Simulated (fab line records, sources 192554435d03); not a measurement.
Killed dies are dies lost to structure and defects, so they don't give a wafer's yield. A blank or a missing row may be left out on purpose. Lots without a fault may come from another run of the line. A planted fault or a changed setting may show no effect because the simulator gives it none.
Chamber matching | flow n5_finfet | N5_BEOL_M3_STRIP_36 on rie_diel-06: 4 sister chambers
The step strips in N2/H2. 4 wafers are shown with their chamber, then 8 later ones without.

WAFERS WITH THEIR CHAMBER
wafer  | chamber | drypump_motor_current_A (A)
L081.6 | 0       | 5.83
L089.2 | 2       | 5.57
L089.3 | 1       | 5.30
L091.1 | 3       | 5.31

WAFERS WITHOUT THEIR CHAMBER
wafer  | drypump_motor_current_A (A)
L091.2 | 5.30
L091.6 | 5.33
L095.2 | 5.28
L095.3 | 5.32
L095.6 | 5.28
L097.1 | 5.83
L097.2 | 5.55
L097.4 | 5.27

WHICH CHAMBER EACH WENT THROUGH
wafer  | from the rows above     | in truth
L091.2 | can't be placed: 1 or 3 | 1
L091.6 | can't be placed: 3 or 1 | 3
L095.2 | can't be placed: 1 or 3 | 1
L095.3 | can't be placed: 3 or 1 | 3
L095.6 | can't be placed: 1 or 3 | 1
L097.1 | 0                       | 0
L097.2 | 2                       | 2
L097.4 | can't be placed: 1 or 3 | 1
Placed correctly: 2 of 8. Can't be placed from these rows: 6 (the true chamber is among the candidates in 6). Placed wrongly: 0.
How it was worked out, from the rows above alone: a wafer's distance from a chamber is the root of the sum, over the readings, of the square of ((its reading less the chamber's mean) divided by the reading's scatter). The wafer belongs to the nearest chamber; if the next one is less than 2 further off, it can't be placed. A chamber's mean is the mean of its shown wafers. The scatter: with one shown wafer a chamber, the root of the mean of the squares of how far each hidden wafer lies from its nearest shown one.
